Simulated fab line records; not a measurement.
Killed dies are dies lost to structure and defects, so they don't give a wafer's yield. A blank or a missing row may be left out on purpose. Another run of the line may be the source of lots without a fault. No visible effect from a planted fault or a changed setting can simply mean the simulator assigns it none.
fab line records + flow nand-harc
[record]
- lots = 5
- wafers = 15
- last-day = 33
route steps=1302 shown A_BLC@1133 A_M0@1137 END@1302
lots untouched by any fault: they come from a run of this same line in which no faults occurred
start-h: hours from the record's first day to the start of the lot's first wafer shown + wait-h: hours elapsed since this lot's preceding step + " identical to the entry in the row above + L1.1+2: one row covering several wafers at once + - value missing, or start not given + * or withheld: withheld + < > ~ a bound
route shown NAME@n: NAME is a module with steps in the file, n the number in the route of the first one + usual: mean/standard deviation taken from wafers without a fault + same: alike in all rows + chamber/n: place in a boat + sites: readings site by site + _std_site: standard deviation across them + _edge_site: the outer-site mean with the inner-site mean subtracted + radius-mm: for every site, how far away it sits from the centre of the wafer + mask NAME#n: copy n + behind: the last tool/chamber to shape the wafer + hold: what put the lot on hold/how long, in hours/how the hold closed + device: the transistor (n, p or np) that didn't switch + end of line: tests of these same wafers at the route's end + a step without rows: its recipe alone + killed: count of dies lost to structure and defects at first sort (not the wafer's yield) + map: dies across one wafer; x = killed, . = not, _ = none there
set.NAME: setting as actually run; set.NAME@STEP: the setting as run at that earlier step + model.NAME: the simulator's own value behind a step, which no gauge read
a table for each step, a row for each wafer; lots at some steps of the route
services: a tool's chamber out of use, with start hour (start-h, from the record's first day; less than 0 if before it), hours out, and reason
[[steps]]
[step NHARC_A_BLC_CMP_25]
[recipe]
- t-overpolish-s = 30
- target-thk-nm = 150
[usual]
- motor-current-A = 12.2/0.92
- overpolish-run-s = 30.000/0.0088
- time-to-endpoint-s = 29/3.2
[same]
- t-overpolish-s = 30
| lot.wafer | tool   | chamber | start-h | wait-h | motor-current-A | overpolish-run-s | time-to-endpoint-s |
|-----------|--------|---------|---------|--------|-----------------|------------------|--------------------|
| L310.2    | cmp-04 | 1       | 527.67  | 0.5    | 13.8            | 30.008           | 29                 |
| L310.3    | "      | 3       | "       | "      | 12.7            | 30.001           | 25                 |
| L310.6    | "      | 2       | "       | "      | 13.9            | 30.006           | 28                 |
| L314.2    | cmp-04 | 2       | 583.09  | 0.5    | 14.5            | 30.015           | 28                 |
| L314.1    | "      | 3       | "       | "      | 11.0            | 30.003           | 27                 |
| L314.6    | "      | 1       | "       | "      | 13.2            | 30.010           | 30                 |
| L321.3    | cmp-04 | 0       | 671.34  | 0.3    | 11.9            | 30.005           | 33                 |
| L321.1    | "      | 2       | "       | "      | 13.5            | 29.990           | 34                 |
| L321.5    | "      | 0       | "       | "      | 11.5            | 29.998           | 32                 |
| L331.4    | cmp-01 | 2       | 743.44  | 0.4    | 12.5            | 30.004           | 25                 |
| L331.3    | "      | 3       | "       | "      | 12.0            | 29.993           | 32                 |
| L331.6    | "      | 0       | "       | "      | 11.1            | 29.988           | 28                 |
| L332.1    | cmp-04 | 1       | 751.32  | 0.4    | 13.0            | 29.986           | 30                 |
| L332.2    | "      | 3       | "       | "      | 11.7            | 29.997           | 26                 |
| L332.6    | "      | 2       | "       | "      | 14.4            | 29.991           | 31                 |
[step NHARC_A_BLC_SRD_27]
[step NHARC_A_BLC_INSPECT_28]
[usual]
- raw-defect-count = 497/100
| lot.wafer | tool              | chamber | start-h | wait-h | raw-defect-count |
|-----------|-------------------|---------|---------|--------|------------------|
| L310.2    | defect-inspect-01 | -       | 528.07  | 0.1    | 579              |
| L310.3    | "                 | -       | "       | "      | 634              |
| L310.6    | "                 | -       | "       | "      | 531              |
| L314.1    | defect-inspect-02 | -       | 583.44  | 0.1    | 435              |
| L314.2    | "                 | -       | "       | "      | 447              |
| L314.6    | "                 | -       | "       | "      | 525              |
| L321.1    | defect-inspect-02 | -       | 671.75  | 0.1    | 625              |
| L321.3    | "                 | -       | "       | "      | 675              |
| L321.5    | "                 | -       | "       | "      | 532              |
| L331.3    | defect-inspect-02 | -       | 743.79  | 0.1    | 303              |
| L331.4    | "                 | -       | "       | "      | 397              |
| L331.6    | "                 | -       | "       | "      | 365              |
| L332.1    | defect-inspect-01 | -       | 752.62  | 1.0    | 394              |
| L332.2    | "                 | -       | "       | "      | 415              |
| L332.6    | "                 | -       | "       | "      | 319              |
[step NHARC_A_M0_DEP_00]
[recipe]
- target-thk-a = 1500
- target-thk-nm = 150
- temp-c = withheld
- pressure-torr = 5
- flow-sccm = 200
- rf-w = 600
- material = SiOC
[step NHARC_A_M0_DEHYDRATE_01]
[recipe]
- temp-c = 150
- time-s = 120
[step NHARC_A_M0_HMDS_02]
[recipe]
- time-s = 30
[step NHARC_A_M0_COAT_33]
[recipe]
- temp-c = 200
- time-s = 65
[step NHARC_A_M0_COAT_03]
[recipe]
- spin-rpm = 1500
- resist-thk-nm = 90
[step NHARC_A_M0_SOFTBAKE_04]
[recipe]
- temp-c = 105
- time-s = 55
[step NHARC_A_M0_EBR_05]
[step NHARC_A_M0_EXPOSE_06]
[recipe]
- na = 1.35
- target-cd-nm = 80
- dose-mj = 83.25
- mask-id = A_M0
[step NHARC_A_M0_PEB_07]
[recipe]
- peb-temp-c = 100
- peb-time-s = 65
[usual]
- heater-power-total-W = 156.6/0.44
- resist-line-temp-C = 22.96/0.11
| lot.wafer | tool           | chamber | start-h | wait-h | heater-power-total-W | resist-line-temp-C |
|-----------|----------------|---------|---------|--------|----------------------|--------------------|
| L310.2    | litho-track-04 | 0       | 528.77  | 0.1    | 157.0                | 23.00              |
| L310.3    | "              | 0       | "       | "      | 157.1                | 23.06              |
| L310.6    | "              | 0       | "       | "      | 156.7                | 23.08              |
| L314.1    | litho-track-01 | 0       | 584.13  | 0.1    | 156.1                | 23.00              |
| L314.2    | "              | 0       | "       | "      | 157.1                | 22.97              |
| L314.6    | "              | 0       | "       | "      | 156.5                | 22.86              |
| L321.1    | litho-track-01 | 0       | 672.57  | 0.1    | 156.5                | 23.01              |
| L321.3    | "              | 0       | "       | "      | 157.0                | 22.96              |
| L321.5    | "              | 0       | "       | "      | 156.0                | 22.86              |
| L331.3    | litho-track-06 | 0       | 744.61  | 0.0    | 157.1                | 23.06              |
| L331.4    | "              | 0       | "       | "      | 157.1                | 22.92              |
| L331.6    | "              | 0       | "       | "      | 156.0                | 23.12              |
| L332.1    | litho-track-06 | 0       | 753.58  | 0.1    | 156.8                | 23.05              |
| L332.2    | "              | 0       | "       | "      | 156.5                | 23.04              |
| L332.6    | "              | 0       | "       | "      | 155.9                | 23.01              |
[step NHARC_A_M0_DEVELOP_08]
[recipe]
- develop-time-s = 35
- dev-temp-c = 23
[step NHARC_A_M0_CD_MEAS_09]
[recipe]
- target-cd-nm = 80
- landing-energy-ev = 500
[usual]
- cd-nm = 79.8/0.99
| lot.wafer | tool      | chamber | start-h | wait-h | cd-nm |
|-----------|-----------|---------|---------|--------|-------|
| L310.2    | cd-sem-01 | 0       | 528.85  | -      | 79.5  |
| L310.3    | "         | 0       | "       | "      | 77.4  |
| L310.6    | "         | 0       | "       | "      | 79.6  |
| L314.1    | cd-sem-01 | 0       | 584.21  | -      | 79.4  |
| L314.2    | "         | 0       | "       | "      | 79.8  |
| L314.6    | "         | 0       | "       | "      | 80.0  |
| L321.1    | cd-sem-02 | 0       | 672.65  | -      | 80.1  |
| L321.3    | "         | 0       | "       | "      | 80.6  |
| L321.5    | "         | 0       | "       | "      | 81.1  |
| L331.3    | cd-sem-03 | 0       | 744.70  | -      | 78.5  |
| L331.4    | "         | 0       | "       | "      | 79.1  |
| L331.6    | "         | 0       | "       | "      | 80.7  |
| L332.1    | cd-sem-01 | 0       | 753.66  | -      | 80.5  |
| L332.2    | "         | 0       | "       | "      | 79.1  |
| L332.6    | "         | 0       | "       | "      | 79.3  |
[step NHARC_A_M0_OVL_MEAS_10]
[recipe]
- pitch-nm = 160
[usual]
- overlay-x-nm = 0.0/0.74
- overlay-y-nm = -0.1/0.91
| lot.wafer | tool       | chamber | start-h | wait-h | overlay-x-nm | overlay-y-nm |
|-----------|------------|---------|---------|--------|--------------|--------------|
| L310.2    | overlay-01 | -       | 528.93  | -      | 0.3          | -0.5         |
| L310.3    | "          | -       | "       | "      | 0.2          | -0.9         |
| L310.6    | "          | -       | "       | "      | 0.4          | -0.9         |
| L314.1    | overlay-01 | -       | 584.30  | -      | 0.9          | -0.8         |
| L314.2    | "          | -       | "       | "      | 0.8          | -0.1         |
| L314.6    | "          | -       | "       | "      | 0.7          | -0.4         |
| L321.1    | overlay-01 | -       | 672.73  | -      | -0.8         | -1.7         |
| L321.3    | "          | -       | "       | "      | -1.1         | -2.3         |
| L321.5    | "          | -       | "       | "      | -1.0         | -1.6         |
| L331.3    | overlay-02 | -       | 744.79  | -      | 0.8          | 0.7          |
| L331.4    | "          | -       | "       | "      | -0.1         | 0.7          |
| L331.6    | "          | -       | "       | "      | -0.2         | 0.4          |
| L332.1    | overlay-02 | -       | 753.75  | -      | 0.5          | 1.6          |
| L332.2    | "          | -       | "       | "      | 0.4          | 0.9          |
| L332.6    | "          | -       | "       | "      | 0.5          | 1.4          |
[step NHARC_A_M0_INSPECT_11]
[usual]
- raw-defect-count = 82/42
| lot.wafer | tool              | chamber | start-h | wait-h | raw-defect-count |
|-----------|-------------------|---------|---------|--------|------------------|
| L310.2    | defect-inspect-01 | -       | 528.97  | 0.0    | 68               |
| L310.3    | "                 | -       | "       | "      | 68               |
| L310.6    | "                 | -       | "       | "      | 47               |
| L314.1    | defect-inspect-02 | -       | 584.33  | 0.0    | 76               |
| L314.2    | "                 | -       | "       | "      | 58               |
| L314.6    | "                 | -       | "       | "      | 70               |
| L321.1    | defect-inspect-01 | -       | 672.77  | 0.0    | 85               |
| L321.3    | "                 | -       | "       | "      | 73               |
| L321.5    | "                 | -       | "       | "      | 72               |
| L331.3    | defect-inspect-01 | -       | 744.82  | 0.0    | 16               |
| L331.4    | "                 | -       | "       | "      | 24               |
| L331.6    | "                 | -       | "       | "      | 15               |
| L332.1    | defect-inspect-01 | -       | 753.78  | 0.0    | 79               |
| L332.2    | "                 | -       | "       | "      | 70               |
| L332.6    | "                 | -       | "       | "      | 61               |
[step NHARC_A_M0_DESCUM_14]
[recipe]
- time-s = 3
- o2-flow-sccm = 200
- ar-flow-sccm = 0
- bias-power-w = 0
- chemistry = O2
[usual]
- drypump-motor-current-A = 5.5/0.46
- oes-product-au = 0.998/0.011
- rf-vpp-V = 57.6/0.9
- showerhead-plenum-p-Torr = 1.88/0.088
- throttle-valve-pct = 11.310/0.0089
| lot.wafer | tool        | chamber | start-h | wait-h | drypump-motor-current-A | oes-product-au | rf-hours-counter-h | rf-vpp-V | showerhead-plenum-p-Torr | throttle-valve-pct | model.A_M0.cd-nm |
|-----------|-------------|---------|---------|--------|-------------------------|----------------|--------------------|----------|--------------------------|--------------------|------------------|
| L310.2    | rie-diel-02 | 0       | 529.03  | 0.1    | 5.3                     | 0.998          | 8.8                | 59.4     | 2.00                     | 11.303             | 79.09            |
| L310.3    | "           | 3       | "       | "      | 5.3                     | 1.014          | 8.5                | 55.5     | 1.99                     | 11.307             | 76.93            |
| L310.6    | "           | 2       | "       | "      | 4.8                     | 0.998          | -                  | 59.0     | 1.99                     | 11.312             | 79.68            |
| L314.1    | rie-diel-09 | 0       | 584.39  | 0.1    | 5.0                     | 0.977          | 3.6                | 56.5     | 1.81                     | 11.316             | 80.81            |
| L314.2    | "           | 3       | "       | "      | 5.6                     | 1.018          | 3.7                | 58.2     | 1.97                     | 11.309             | 79.29            |
| L314.6    | "           | 0       | "       | "      | 5.0                     | 0.983          | -                  | 58.3     | 1.81                     | 11.297             | 81.56            |
| L321.1    | rie-diel-09 | 2       | 672.83  | 0.1    | 6.2                     | 0.993          | 5.5                | 57.9     | 1.78                     | 11.298             | 80.56            |
| L321.3    | "           | 0       | "       | "      | 5.0                     | 0.973          | 8.1                | 58.1     | 1.81                     | 11.301             | 81.96            |
| L321.5    | "           | 2       | "       | "      | 6.3                     | 0.992          | -                  | 57.3     | 1.78                     | 11.306             | 81.98            |
| L331.3    | rie-diel-08 | 1       | 744.88  | 0.1    | 4.9                     | 1.000          | 0.6                | 55.9     | 1.82                     | 11.308             | 79.07            |
| L331.4    | "           | 3       | "       | "      | 6.0                     | 1.009          | 1.0                | 57.6     | 1.93                     | 11.308             | 78.3             |
| L331.6    | "           | 2       | "       | "      | 5.4                     | 1.000          | -                  | 58.6     | 1.78                     | 11.306             | 78.91            |
| L332.1    | rie-diel-09 | 2       | 753.85  | 0.1    | 6.3                     | 0.974          | 3.3                | 56.9     | 1.78                     | 11.303             | 80.77            |
| L332.2    | "           | 0       | "       | "      | 5.0                     | 0.983          | 3.6                | 57.9     | 1.81                     | 11.314             | 79.2             |
| L332.6    | "           | 2       | "       | "      | 6.3                     | 0.973          | -                  | 58.0     | 1.78                     | 11.313             | 79.39            |
[step NHARC_A_M0_ETCH_34]
[recipe]
- target-depth-a = 400
- overetch-a = 120
- time-s = 43.94
- ion-energy-ev = 200
- n2-flow-sccm = 150
- h2-flow-sccm = 150
- ar-flow-sccm = 0
- rf-w = 400
- bias-w = 150
- chemistry = N2/H2
[usual]
- drypump-motor-current-A = 5.5/0.46
- h2-flow-sccm = 150.0/0.42
- n2-flow-sccm = 150.0/0.48
- oes-product-au = 1.000/0.012
- rf-vpp-V = 429.5/2.9
- showerhead-plenum-p-Torr = 2.00/0.096
- throttle-valve-pct = 14.172/0.009
| lot.wafer | tool        | chamber | start-h | wait-h | drypump-motor-current-A | h2-flow-sccm | n2-flow-sccm | oes-product-au | rf-hours-counter-h | rf-vpp-V | showerhead-plenum-p-Torr | throttle-valve-pct |
|-----------|-------------|---------|---------|--------|-------------------------|--------------|--------------|----------------|--------------------|----------|--------------------------|--------------------|
| L310.2    | rie-diel-02 | 2       | 529.14  | 0.1    | 4.9                     | 150.2        | 150.1        | 1.003          | 9.0                | 434.7    | 2.12                     | 14.184             |
| L310.3    | "           | 3       | "       | "      | 5.3                     | 150.0        | 150.7        | 1.018          | 8.5                | 432.6    | 2.12                     | 14.183             |
| L310.6    | "           | 0       | "       | "      | 5.3                     | 151.0        | 150.5        | 1.003          | -                  | 434.8    | 2.13                     | 14.181             |
| L314.1    | rie-diel-09 | 3       | 584.50  | 0.1    | 5.6                     | 150.4        | 149.5        | 1.016          | 3.7                | 431.2    | 2.10                     | 14.177             |
| L314.2    | "           | 1       | "       | "      | 5.8                     | 149.6        | 149.5        | 1.009          | 3.6                | 432.8    | 2.12                     | 14.179             |
| L314.6    | "           | 1       | "       | "      | 5.8                     | 149.9        | 150.1        | 1.007          | -                  | 432.7    | 2.12                     | 14.170             |
| L321.1    | rie-diel-09 | 2       | 672.94  | 0.1    | 6.2                     | 149.9        | 149.7        | 1.006          | 5.5                | 425.1    | 1.89                     | 14.177             |
| L321.3    | "           | 1       | "       | "      | 5.8                     | 150.3        | 150.5        | 1.004          | 7.8                | 433.2    | 2.11                     | 14.171             |
| L321.5    | "           | 1       | "       | "      | 5.8                     | 150.0        | 150.6        | 0.996          | -                  | 433.0    | 2.11                     | 14.157             |
| L331.3    | rie-diel-08 | 3       | 744.97  | 0.1    | 6.0                     | 150.8        | 149.4        | 0.997          | 1.0                | 430.5    | 2.06                     | 14.168             |
| L331.4    | "           | 2       | "       | "      | 5.4                     | 149.3        | 151.1        | 1.012          | 1.0                | 425.9    | 1.89                     | 14.173             |
| L331.6    | "           | 0       | "       | "      | 5.9                     | 149.9        | 149.8        | 0.996          | -                  | 427.0    | 1.92                     | 14.169             |
| L332.2    | rie-diel-09 | 0       | 753.93  | 0.1    | 5.0                     | 149.9        | 149.0        | 1.002          | 3.6                | 427.7    | 1.92                     | 14.173             |
| L332.1    | "           | 2       | "       | "      | 6.2                     | 150.3        | 150.5        | 0.982          | 3.4                | 425.5    | 1.89                     | 14.169             |
| L332.6    | "           | 0       | "       | "      | 5.0                     | 149.9        | 149.6        | 1.005          | -                  | 427.5    | 1.93                     | 14.161             |
[step NHARC_A_M0_ETCH_15]
[recipe]
- target-depth-a = 1500
- overetch-a = 150
- time-s = 82.5
- c4f8-flow-sccm = withheld
- ar-flow-sccm = 400
- rf-w = 600
- bias-w = 300
- chemistry = C4F8/Ar
[usual]
- oes-product-au = 0.947/0.024
- rf-vpp-V = 439.5/2.8
| lot.wafer | tool        | chamber | start-h | wait-h | oes-product-au | rf-hours-counter-h | rf-vpp-V | model.A_M0.cd-nm |
|-----------|-------------|---------|---------|--------|----------------|--------------------|----------|------------------|
| L310.3    | rie-diel-02 | 3       | -       | -      | 0.973          | 8.6                | 441.4    | 76.63            |
| L310.2    | "           | 0       | "       | "      | 0.965          | 8.8                | 443.1    | 78.84            |
| L310.6    | "           | 3       | "       | "      | 0.988          | -                  | 442.3    | 79.1             |
| L314.1    | rie-diel-09 | 1       | -       | -      | 0.970          | 3.6                | 442.8    | 80.88            |
| L314.2    | "           | 0       | "       | "      | 0.954          | 3.7                | 437.3    | 79.2             |
| L314.6    | "           | 1       | "       | "      | 0.972          | -                  | 443.4    | 81.01            |
| L321.1    | rie-diel-09 | 0       | -       | -      | 0.948          | 8.1                | 436.7    | 81.22            |
| L321.3    | "           | 1       | "       | "      | 0.954          | 7.8                | 444.8    | 81.45            |
| L321.5    | "           | 1       | "       | "      | 0.951          | -                  | 442.3    | 81.79            |
| L331.3    | rie-diel-08 | 1       | -       | -      | 0.964          | 0.6                | 438.5    | 78.97            |
| L331.4    | "           | 0       | "       | "      | 0.987          | 0.6                | 437.9    | 78.62            |
| L331.6    | "           | 2       | "       | "      | 0.969          | -                  | 437.0    | 79.45            |
| L332.2    | rie-diel-09 | 2       | -       | -      | 0.949          | 3.4                | 437.3    | 79.44            |
| L332.1    | "           | 1       | "       | "      | 0.965          | 3.7                | 443.4    | 80.38            |
| L332.6    | "           | 2       | "       | "      | 0.950          | -                  | 436.4    | 79.61            |
[step NHARC_A_M0_CD_MEAS_16]
[usual]
- cd-nm = 79.8/1.2
| lot.wafer | tool      | chamber | start-h | wait-h | cd-nm |
|-----------|-----------|---------|---------|--------|-------|
| L310.2    | cd-sem-02 | -       | 529.38  | -      | 78.6  |
| L310.3    | "         | -       | "       | "      | 76.5  |
| L310.6    | "         | -       | "       | "      | 79.3  |
| L314.1    | cd-sem-03 | -       | 584.73  | -      | 81.1  |
| L314.2    | "         | -       | "       | "      | 79.1  |
| L314.6    | "         | -       | "       | "      | 80.8  |
| L321.1    | cd-sem-03 | -       | 673.18  | -      | 81.5  |
| L321.3    | "         | -       | "       | "      | 81.5  |
| L321.5    | "         | -       | "       | "      | 81.9  |
| L331.3    | cd-sem-01 | -       | 745.19  | -      | 79.3  |
| L331.4    | "         | -       | "       | "      | 78.7  |
| L331.6    | "         | -       | "       | "      | 79.4  |
| L332.1    | cd-sem-02 | -       | 754.14  | -      | 80.4  |
| L332.2    | "         | -       | "       | "      | 79.2  |
| L332.6    | "         | -       | "       | "      | 79.6  |
[step NHARC_END_SORT_01]
[recipe]
- temp-c = 25
[usual]
- defect-limited-yield = 91/3.1
- killed-at-array = 54/21
- killed-at-other = 0.9/1.1
- killed-at-periphery = 3.5/2.5
- killed-dies = 58/21
- killed-open = 3.3/1.9
- killed-short = 2.6/1.8
- sort_bin_2_pct = 3.0/1.4
- sort_bin_3_pct = 0.6/0.41
- sort_bin_4_pct = 4.9/1.7
- sort-n-pass = 619/21
- sort-rim-yield-pct = 92/4
- sort-yield-pct = 91/3.1
[same]
- gross-dies = 677
- sort_bin_5_pct[%] = 0
- sort_bin_6_pct[%] = 0
- sort_bin_7_pct[%] = 0
- sort_bin_8_pct[%] = 0
- sort-rim-n-gross = 106.00
| lot.wafer | tool      | chamber | start-h | wait-h | defect-limited-yield[%] | killed-at-array | killed-at-other | killed-at-periphery | killed-dies | killed-open | killed-short | sort_bin_2_pct[%] | sort_bin_3_pct[%] | sort_bin_4_pct[%] | sort-n-pass | sort-rim-yield-pct[%] | sort-yield-pct[%] |
|-----------|-----------|---------|---------|--------|-------------------------|-----------------|-----------------|---------------------|-------------|-------------|--------------|-------------------|-------------------|-------------------|-------------|-----------------------|-------------------|
| L314.1    | prober-01 | 0       | 622.74  | 2.5    | 92                      | 51              | 2               | 2                   | 55          | 2           | 2            | 2.8               | 0.1               | 5.2               | 622         | 92                    | 92                |
| L314.2    | prober-01 | 0       | 623.54  | 2.8    | 92                      | 45              | 1               | 6                   | 52          | 7           | 2            | 2.2               | 0.9               | 4.6               | 625         | 96                    | 92                |
| L314.6    | prober-01 | 0       | 626.74  | 4.0    | 92                      | 50              | 0               | 3                   | 53          | 2           | 1            | 3.1               | 0.4               | 4.3               | 624         | 94                    | 92                |
| L321.1    | prober-02 | 0       | 715.95  | 2.5    | 88                      | 70              | 0               | 13                  | 83          | 9           | 6            | 3.8               | 0.7               | 7.7               | 594         | 83                    | 88                |
| L332.1    | prober-02 | 0       | 794.46  | 2.5    | 92                      | 49              | 3               | 2                   | 54          | 4           | 4            | 3.4               | 0.7               | 3.8               | 623         | 94                    | 92                |
| L332.2    | prober-02 | 0       | 795.26  | 2.8    | 93                      | 44              | 1               | 1                   | 46          | 4           | 4            | 2.4               | 0.7               | 3.7               | 631         | 89                    | 93                |
| L332.6    | prober-02 | 0       | 798.49  | 4.0    | 94                      | 38              | 0               | 0                   | 38          | 0           | 0            | 2.5               | 0.3               | 2.8               | 639         | 94                    | 94                |
// killed by level:class
L314.1 A_CHANNEL_HOLE_D2:chamber-film-flake=32 A_CHANNEL_HOLE_D1:chamber-film-flake=5 A_DECK1_JOINT:chamber-film-flake=3 A_STAIRCASE:chamber-film-flake=3 A_CONTACT:chamber-film-flake=2 THIN_TSV:chamber-film-flake=2 P_CONTACT:geometric-particle:open=1 A_ONON_D2:geometric-particle:short=1
L314.2 A_CHANNEL_HOLE_D2:chamber-film-flake=25 P_M0:geometric-particle:open=3 A_CHANNEL_HOLE_D1:chamber-film-flake=3 A_CHANNEL_FILL_D2:geometric-particle:short=2 A_CHANNEL_FILL_D2:chamber-film-flake=2 A_STAIRCASE:chamber-film-flake=2 A_SLIT:chamber-film-flake=2 A_CONTACT:chamber-film-flake=2
L314.6 A_CHANNEL_HOLE_D2:chamber-film-flake=35 A_CHANNEL_HOLE_D1:chamber-film-flake=6 A_STAIRCASE:chamber-film-flake=2 A_CONTACT:chamber-film-flake=2 P_M0:geometric-particle:open=1 A_CONTACT:geometric-particle:short=1 A_BLC:geometric-particle:open=1 P_STI:chamber-film-flake=1
L321.1 A_CHANNEL_HOLE_D1:chamber-film-flake=34 A_CHANNEL_HOLE_D2:chamber-film-flake=12 P_GATE:chamber-film-flake=4 A_WL_FILL:chamber-film-flake=4 A_M0:geometric-particle:open=3 P_M1:chamber-film-flake=3 A_ZERO_WELL:chamber-film-flake=3 A_STAIRCASE:chamber-film-flake=3
L332.1 A_SLIT:chamber-film-flake=33 A_CHANNEL_FILL_D2:geometric-particle:short=4 A_CHANNEL_HOLE_D2:chamber-film-flake=4 A_CONTACT:chamber-film-flake=4 THIN_TSV:chamber-film-flake=2 P_GATE:geometric-particle:open=1 A_CHANNEL_FILL_D2:geometric-particle:open=1 A_WL_FILL:geometric-particle:open=1
L332.2 A_SLIT:chamber-film-flake=20 A_CONTACT:chamber-film-flake=7 A_STAIRCASE:chamber-film-flake=4 A_CHANNEL_HOLE_D1:chamber-film-flake=3 A_CHANNEL_HOLE_D1:geometric-particle:short=2 A_CHANNEL_HOLE_D2:chamber-film-flake=2 P_M0:geometric-particle:open=1 A_CHANNEL_HOLE_D1:geometric-particle:open=1
L332.6 A_SLIT:chamber-film-flake=33 A_CONTACT:chamber-film-flake=2 A_CHANNEL_FILL_D1:chamber-film-flake=1 A_DECK1_JOINT:chamber-film-flake=1 A_STAIRCASE:chamber-film-flake=1
[[services]]
| tool           | chamber | start-h | hours | kind   |
|----------------|---------|---------|-------|--------|
| litho-track-01 | -       | 505.00  | 7.0   | pm     |
| rie-diel-02    | 1       | 526.08  | 8.1   | repair |
| litho-track-06 | -       | 529.00  | 7.0   | pm     |
| rie-diel-08    | -       | 544.80  | 9.0   | pm     |
| rie-diel-02    | 2       | 562.91  | 7.4   | repair |
| rie-diel-08    | 1       | 567.26  | 8.4   | repair |
| rie-diel-02    | -       | 570.70  | 9.0   | pm     |
| rie-diel-09    | 2       | 574.61  | 14.1  | repair |
| cmp-04         | -       | 594.84  | 2.8   | repair |
| cmp-04         | -       | 601.11  | 4.0   | pm     |
| rie-diel-08    | 2       | 612.46  | 20.7  | repair |
| rie-diel-09    | 2       | 616.52  | 14.2  | repair |
| cmp-04         | -       | 636.78  | 1.1   | repair |
| cmp-04         | -       | 639.71  | 2.0   | repair |
| cmp-04         | -       | 647.67  | 0.6   | repair |
| rie-diel-09    | 1       | 650.24  | 4.6   | repair |
| rie-diel-09    | 3       | 662.59  | 11.6  | repair |
| rie-diel-09    | -       | 674.16  | 9.0   | pm     |
| litho-track-01 | -       | 680.00  | 7.0   | pm     |
| cmp-04         | -       | 699.11  | 4.0   | pm     |
| rie-diel-08    | -       | 721.80  | 9.0   | pm     |
| cmp-04         | -       | 736.21  | 8.9   | repair |
| rie-diel-02    | 2       | 741.10  | 4.7   | repair |
| rie-diel-02    | -       | 747.70  | 9.0   | pm     |
[[key]]
first-sign none at tools or gauges
[model-effect]
- step = NHARC_A_M0_DESCUM_14
- value = A_M0.cd-nm
- without = 79.98
- struck = 81.98
[model-effect]
- step = NHARC_A_M0_ETCH_15
- value = A_M0.cd-nm
- without = 79.79
- struck = 81.79
met-at NHARC_A_M0_PEB_07
struck-wafers L321.5
onset-between 584.13 672.57
[fault]
- kind = process-parameter-drift
- tool = litho-track-01
- chamber = -
- onset-h = 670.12
- steps = NHARC_A_M0_PEB_07
- channel = peb-time-s
- offset = *
- shape = step
- end-h = 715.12
- scope = struck-wafers-only
- acts-in = *
- stated = *
